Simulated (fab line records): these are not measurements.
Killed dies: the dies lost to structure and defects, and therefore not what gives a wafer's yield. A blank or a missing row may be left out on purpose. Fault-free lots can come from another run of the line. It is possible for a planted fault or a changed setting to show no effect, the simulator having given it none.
fab line records	flow n5_finfet
record: lots: 10	wafers: 28	last_day: 18
route steps=1938 shown FIN_SAQP@140 BEOL_M4@1111
lots that met no fault: from a run of the same line without faults
start_h: hours from the record's first day to the start of the lot's first wafer shown	wait_h: time in hours since the lot's previous step	" as in the row above	L1.1+2: one row covering several wafers at once	- no value, or no start given	* or withheld: withheld	< > ~ a bound
route shown NAME@n: names a module that has steps shown in the file, with the first one's number in the route	usual: mean/standard deviation taken from wafers without a fault	same: alike in all rows	chamber/n: place in a boat	sites: per-site readings	_std_site: standard deviation of those values	_edge_site: mean of outer sites minus mean of inner sites	radius_mm: how far each site lies from the wafer's centre	mask NAME#n: copy n	behind: the most recent tool/chamber to have shaped the wafer	hold: what put the lot on hold/how long, in hours/how the hold closed	device: the transistor (n, p or np) that didn't switch	end of line: the route-end tests of the same wafers	for a step that has no rows: nothing shown but its recipe	killed: count of dies lost to structure and defects at first sort (not the wafer's yield)	map: dies across one wafer; x = killed, . = not, _ = none there
set.NAME: setting as actually run; set.NAME@STEP: the setting as run at that earlier step	model.NAME: the simulator's own value behind a step, which no gauge read
the route's steps for a sample of lots (tables are steps, rows are wafers)
services: when a tool's chamber went out of use (start_h, in hours from the record's first day, below 0 if earlier), for how many hours, and the reason
== steps ==
step: N5_FIN_SAQP_MANDREL2_REMOVE_60
recipe: chemistry: HBr/Cl2/O2	bt_time_s: 10	target: a-Si	stop_on: SiNx	endpoint: OES-SiCl	over_etch_frac: 1	icp_w: 600	bias_w: 22	HBr_flow_sccm: 150	Cl2_flow_sccm: 80	O2_flow_sccm: 5	pressure_mtorr: 10
usual: drypump_motor_current_A: 5.7/0.49	oes_product_au: 1.005/0.02	throttle_valve_pct: 36.6/0.32
same: bt_time_s: 10
lot.wafer	tool	chamber	start_h	wait_h	drypump_motor_current_A	oes_product_au	rf_hours_counter_h	throttle_valve_pct
L460.1	rie_si-04	2	50.48	0.1	5.2	0.990	110	36.3
L460.3	"	1	"	"	5.2	1.006	8	36.3
L460.4	"	0	"	"	5.9	1.039	75	36.9
L462.2	rie_si-03	2	61.72	0.1	5.9	1.011	2	36.6
L462.3	"	3	"	"	6.4	1.017	89	36.7
L462.6	"	0	"	"	5.6	0.998	-	36.4
L466.3	rie_si-01	0	88.86	0.1	6.3	1.006	34	36.6
L466.5	"	1	"	"	5.8	1.049	-	36.6
L468.1	rie_si-04	3	97.62	0.1	5.3	1.001	180	36.0
L468.5	"	0	"	"	5.9	1.024	-	37.0
L474.2	rie_si-03	3	134.16	0.1	6.4	1.012	91	36.7
L474.3	"	1	"	"	6.1	0.979	141	37.3
L474.6	"	3	"	"	6.3	1.018	-	36.7
L475.2	rie_si-03	0	140.04	0.1	5.6	1.000	10	36.4
L475.3	"	2	"	"	5.9	1.024	4	36.6
L475.5	"	1	"	"	6.1	0.983	-	37.3
L476.1	rie_si-04	0	145.05	0.1	5.9	1.027	77	36.9
L476.5	"	1	"	"	5.2	1.014	-	36.3
L476.6	"	2	"	"	5.2	0.984	-	36.3
L477.1	rie_si-03	3	152.88	0.1	6.4	1.015	91	36.7
L477.4	"	2	"	"	5.9	1.017	4	36.6
L477.5	"	2	"	"	5.9	1.008	-	36.6
L478.1	rie_si-01	3	158.72	0.1	4.8	0.963	92	36.7
L478.2	"	2	"	"	5.3	1.004	39	37.0
L478.5	"	0	"	"	6.4	1.010	-	36.6
L479.2	rie_si-04	0	164.54	0.1	5.9	1.021	77	36.9
L479.3	"	2	"	"	5.2	0.988	112	36.3
L479.5	"	2	"	"	5.2	1.001	-	36.3
step: N5_FIN_SAQP_HM_OPEN_33
recipe: chemistry: CH3F/O2	target: SiNx	mask_material: SiO2	target_depth_a: 494	time_s: 70.6	pressure_mtorr: 30	source_w: 395	bias_w: 73	Ar_flow_sccm: 150	CH3F_flow_sccm: 30	O2_flow_sccm: 20	ion_energy_ev: 120	ends: cleared
usual: drypump_motor_current_A: 5.6/0.6	etch_rf_on_time_s: 69.0/1.4	oes_product_au: 0.66/0.063	rf_vpp_V: 298/3.8	showerhead_plenum_p_Torr: 1.98/0.052	throttle_valve_pct: 16.33/0.23
lot.wafer	tool	chamber	start_h	wait_h	drypump_motor_current_A	etch_rf_on_time_s	oes_product_au	rf_hours_counter_h	rf_vpp_V	showerhead_plenum_p_Torr	throttle_valve_pct
L460.1	rie_diel-01	3	50.64	0.0	5.2	69.6	0.60	201	305	1.97	16.38
L460.3	"	1	"	"	5.0	69.4	0.67	115	299	2.00	16.17
L460.4	"	0	"	"	4.9	68.9	0.73	61	301	1.94	16.29
L462.2	rie_diel-06	1	61.88	0.0	4.8	68.9	0.69	109	293	1.95	16.66
L462.3	"	2	"	"	6.6	68.9	0.60	203	294	1.90	16.30
L462.6	"	1	"	"	4.8	70.1	0.69	-	292	1.95	16.65
L466.3	rie_diel-01	1	89.08	0.1	5.1	39.3	0.93	128	298	2.00	16.21
L466.5	"	1	"	"	5.1	67.2	0.67	-	299	2.00	16.19
L468.1	rie_diel-01	2	97.82	0.1	6.5	40.2	1.06	36	295	2.05	15.95
L468.5	"	2	"	"	6.4	67.7	0.75	-	296	2.05	15.92
L474.2	rie_diel-05	0	134.41	0.1	6.1	67.6	0.77	32	295	1.96	15.99
L474.3	"	2	"	"	5.5	70.9	0.57	235	306	2.06	16.27
L474.6	"	2	"	"	5.5	70.1	0.58	-	305	2.06	16.26
L475.2	rie_diel-05	3	140.20	0.0	6.1	67.5	0.62	193	300	2.07	16.71
L475.3	"	0	"	"	6.1	68.3	0.76	34	295	1.96	16.00
L475.5	"	0	"	"	6.1	68.5	0.76	-	295	1.96	15.98
L476.1	rie_diel-06	0	145.28	0.1	5.6	66.3	0.67	152	296	2.02	16.45
L476.5	"	3	"	"	5.5	70.2	0.59	-	300	1.91	16.58
L476.6	"	0	"	"	5.6	67.2	0.67	-	296	2.02	16.46
L477.1	rie_diel-01	1	153.07	0.1	5.1	68.9	0.64	152	299	1.99	16.23
L477.4	"	3	"	"	5.2	71.5	0.58	239	304	1.96	16.46
L477.5	"	2	"	"	6.4	68.2	0.73	-	294	2.04	15.97
L478.1	rie_diel-01	1	158.92	0.1	5.1	69.2	0.63	155	298	1.99	16.24
L478.2	"	3	"	"	5.2	70.7	0.59	242	304	1.96	16.45
L478.5	"	1	"	"	5.1	69.7	0.63	-	298	1.99	16.23
L479.2	rie_diel-01	2	164.73	0.1	6.5	67.0	0.72	63	294	2.04	15.98
L479.3	"	0	"	"	4.9	68.1	0.70	104	303	1.93	16.38
L479.5	"	3	"	"	5.2	71.7	0.59	-	303	1.96	16.47
step: N5_FIN_SAQP_ETCH_64
recipe: chemistry: CF4	target: SiO2	target_depth_a: 15	ion_energy_ev: 350	pressure_mtorr: 10	icp_w: 800	bias_w: 400	cf4_flow_sccm: 80
usual: drypump_motor_current_A: 5.6/0.47	oes_product_au: 1.007/0.023	throttle_valve_pct: 21.66/0.21
lot.wafer	tool	chamber	start_h	wait_h	drypump_motor_current_A	oes_product_au	rf_hours_counter_h	throttle_valve_pct
L460.1	rie_si-01	0	50.90	0.0	6.3	0.996	33	21.63
L460.3	"	3	"	"	4.8	0.955	90	21.57
L460.4	"	1	"	"	5.8	1.018	148	21.81
L462.2	rie_si-01	0	62.14	0.0	6.3	1.014	33	21.64
L462.3	"	2	"	"	5.3	1.012	37	22.12
L462.6	"	0	"	"	6.3	1.020	-	21.63
L466.3	rie_si-03	0	89.34	0.0	5.6	0.993	9	21.37
L466.5	"	2	"	"	5.9	1.011	-	21.64
L468.1	rie_si-01	2	98.08	0.0	5.3	1.010	37	22.13
L468.5	"	0	"	"	6.3	1.024	-	21.63
L474.2	rie_si-04	3	134.67	0.0	5.3	0.998	181	21.30
L474.3	"	2	"	"	5.2	0.968	112	21.73
L474.6	"	2	"	"	5.2	0.977	-	21.72
L475.2	rie_si-04	0	140.46	0.0	5.9	1.030	77	21.87
L475.3	"	2	"	"	5.2	0.976	112	21.73
L475.5	"	0	"	"	5.9	1.045	-	21.84
L476.1	rie_si-01	3	145.54	0.0	4.8	0.954	92	21.57
L476.5	"	0	"	"	6.3	1.016	-	21.63
L476.6	"	3	"	"	4.8	0.963	-	21.58
L477.1	rie_si-04	3	153.34	0.1	5.3	1.014	181	21.30
L477.4	"	2	"	"	5.2	0.979	112	21.73
L477.5	"	0	"	"	5.9	1.029	-	21.83
L478.1	rie_si-03	2	159.19	0.0	5.9	1.021	4	21.66
L478.2	"	3	"	"	6.3	1.046	91	21.52
L478.5	"	3	"	"	6.3	1.049	-	21.55
L479.2	rie_si-03	0	164.99	0.0	5.6	1.004	11	21.37
L479.3	"	3	"	"	6.4	1.040	91	21.54
L479.5	"	3	"	"	6.4	1.042	-	21.55
step: N5_FIN_SAQP_FIN_ETCH_36
recipe: chemistry: HBr/Cl2/O2	target_depth_a: 1200	mask_material: SiNx	time_s: 50.4	bias_w: 102	pressure_mtorr: 10	icp_w: 800	HBr_flow_sccm: 150	Cl2_flow_sccm: 80	O2_flow_sccm: 12
usual: drypump_motor_current_A: 5.6/0.47	oes_product_au: 1.006/0.022	throttle_valve_pct: 35.9/0.32
same: time_s: 50.4
lot.wafer	tool	chamber	start_h	wait_h	drypump_motor_current_A	oes_product_au	rf_hours_counter_h	throttle_valve_pct
L460.1	rie_si-01	0	50.92	0.0	6.3	1.015	33	35.9
L460.3	"	3	"	"	4.8	0.969	90	36.0
L460.4	"	1	"	"	5.8	1.024	148	35.9
L462.2	rie_si-01	0	62.16	0.0	6.4	1.009	33	36.0
L462.3	"	2	"	"	5.3	1.011	37	36.4
L462.6	"	0	"	"	6.3	1.001	-	35.9
L466.3	rie_si-03	0	89.36	0.0	5.6	0.983	9	35.7
L466.5	"	2	"	"	5.9	1.017	-	36.0
L468.1	rie_si-01	2	98.10	0.0	5.3	1.019	38	36.3
L468.5	"	0	"	"	6.3	1.016	-	35.9
L474.2	rie_si-04	3	134.69	0.0	5.3	1.001	181	35.4
L474.3	"	2	"	"	5.3	0.974	112	35.6
L474.6	"	2	"	"	5.3	0.976	-	35.6
L475.2	rie_si-04	0	140.48	0.0	5.9	1.010	77	36.3
L475.3	"	2	"	"	5.2	0.963	112	35.7
L475.5	"	0	"	"	5.9	1.027	-	36.3
L476.1	rie_si-01	3	145.56	0.0	4.8	0.965	92	36.0
L476.5	"	0	"	"	6.3	1.016	-	35.9
L476.6	"	3	"	"	4.8	0.960	-	36.0
L477.1	rie_si-04	3	153.36	0.0	5.3	1.006	181	35.4
L477.4	"	2	"	"	5.2	0.964	112	35.7
L477.5	"	0	"	"	5.9	1.032	-	36.2
L478.1	rie_si-03	2	159.21	0.0	5.9	1.016	4	35.9
L478.2	"	3	"	"	6.4	1.042	91	36.0
L478.5	"	3	"	"	6.4	1.044	-	36.0
L479.2	rie_si-03	0	165.01	0.0	5.7	0.996	11	35.7
L479.3	"	3	"	"	6.4	1.034	91	36.0
L479.5	"	3	"	"	6.4	1.033	-	36.0
step: N5_BEOL_M4_RC_MEAS_101
usual: DIBL_N: 36.0/1.8	DIBL_P: 36.3/2.4	IOFF_N: 0.16/0.035	IOFF_P: 0.21/0.036	ION_N: 673/13	ION_P: 461/7.2	SS_N: 71.4/0.6	SS_P: 73.2/0.7	VT_N: 250/4	VT_P: -250.9/2.9
lot.wafer	tool	chamber	start_h	wait_h	DIBL_N[mV/V]	DIBL_P[mV/V]	IOFF_N[nA/um]	IOFF_P[nA/um]	ION_N[uA/um]	ION_P[uA/um]	SS_N[mV/dec]	SS_P[mV/dec]	VT_N[mV]	VT_P[mV]
L460.1	prober-02	0	202.87	0.0	33.9	34.9	0.13	0.17	674	461	70.4	73.2	254	-250.4
L460.3	"	0	"	"	37.5	37.1	0.19	0.20	668	455	72.0	73.4	248	-251.0
L460.4	"	0	"	"	35.4	36.2	0.15	0.19	678	470	71.5	73.2	249	-250.7
L462.2	prober-01	0	215.20	0.2	35.3	37.0	0.15	0.20	675	464	71.0	73.5	249	-252.4
L462.3	"	0	"	"	35.7	36.7	0.15	0.20	666	459	71.3	73.3	253	-251.4
L462.6	"	0	"	"	32.9	34.1	0.11	0.16	668	465	71.0	72.7	255	-253.0
L466.3	prober-02	0	244.31	0.3	36.3	37.7	0.18	0.22	682	457	71.2	74.1	248	-251.5
L466.5	"	0	"	"	36.6	37.1	0.19	0.21	683	464	71.7	73.6	244	-253.3
L468.1	prober-01	0	248.08	0.0	35.0	33.1	0.12	0.16	660	450	70.9	73.1	254	-254.4
L468.5	"	0	"	"	38.7	39.4	0.20	0.25	673	459	71.8	74.1	248	-248.3
L475.2	prober-01	0	281.36	0.2	39.2	40.2	0.21	0.26	685	468	71.6	74.1	246	-249.3
L475.3	"	0	"	"	34.6	35.4	0.13	0.18	673	462	71.3	73.0	254	-252.8
L475.5	"	0	"	"	35.4	35.4	0.13	0.19	662	455	71.5	73.3	254	-252.0
L474.2	prober-01	0	286.77	0.2	37.1	38.5	0.16	0.23	678	465	71.7	73.3	251	-248.7
L474.3	"	0	"	"	35.1	35.2	0.12	0.20	664	463	71.3	72.1	257	-251.2
L474.6	"	0	"	"	37.7	38.7	0.17	0.24	680	470	71.9	73.4	250	-249.4
L476.1	prober-02	0	286.98	0.0	36.0	35.9	0.15	0.20	675	461	71.1	74.0	252	-250.9
L476.5	"	0	"	"	33.0	32.7	0.11	0.16	668	459	70.9	73.1	253	-252.0
L476.6	"	0	"	"	37.4	36.6	0.16	0.21	667	457	71.4	73.7	253	-251.4
L477.1	prober-01	0	316.37	0.0	36.3	34.9	0.15	0.20	679	465	71.5	73.1	246	-251.2
L477.4	"	0	"	"	36.6	36.3	0.15	0.22	671	459	70.9	73.6	249	-251.9
L477.5	"	0	"	"	35.2	33.6	0.13	0.17	661	450	71.0	71.9	250	-253.3
L479.2	prober-01	0	318.44	0.2	37.2	37.1	0.16	0.21	673	457	71.4	73.4	250	-252.4
L479.3	"	0	"	"	37.9	36.6	0.16	0.21	681	461	72.1	74.0	250	-252.9
L479.5	"	0	"	"	39.3	38.0	0.20	0.25	687	464	72.2	73.7	247	-246.7
L478.1	prober-02	0	319.72	0.0	37.5	39.3	0.18	0.24	691	475	71.0	73.8	246	-246.5
L478.2	"	0	"	"	37.7	39.7	0.18	0.25	680	471	72.0	74.1	247	-247.2
L478.5	"	0	"	"	36.6	38.0	0.16	0.23	685	474	71.1	73.4	246	-248.1
== services ==
tool	chamber	start_h	hours	kind
rie_diel-01	-	31.03	4.3	pm
rie_diel-05	0	35.02	-	clean
rie_diel-05	0	35.02	-	consumable_replace:focus_ring
rie_diel-05	0	35.02	12.9	scheduled_down
rie_diel-05	0	35.02	12.9	vent_cycle
rie_diel-05	1	57.17	13.0	repair
rie_si-04	0	78.27	18.3	repair
rie_diel-06	0	82.08	7.0	repair
rie_si-01	0	90.11	5.1	repair
rie_diel-01	-	90.23	0.2	repair
rie_si-01	3	125.67	4.9	repair
rie_diel-05	-	147.49	16.3	repair
rie_diel-01	1	164.18	2.6	repair
== key ==
first_sign: step: N5_FIN_SAQP_HM_OPEN_33	reading: etch_rf_on_time_s	direction: down	sigmas: 22	usual: *	struck: *
effect: step: N5_FIN_SAQP_HM_OPEN_33	reading: oes_product_au	direction: up	sigmas: 5.2	usual: 0.66	struck: 0.99
met_at N5_FIN_SAQP_HM_OPEN_33
struck_lots L466,L468
struck_wafers L466.3,L468.1
not_acting_at N5_FIN_SAQP_MANDREL2_REMOVE_60,N5_FIN_SAQP_ETCH_64,N5_FIN_SAQP_FIN_ETCH_36
onset_between 50.64 89.08
fault: kind: process_parameter_drift	tool: rie_diel-01	chamber: -	onset_h: 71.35	steps: N5_FIN_SAQP_HM_OPEN_33	channel: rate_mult	offset: 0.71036	shape: step	end_h: 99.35	scope: struck_wafers_only
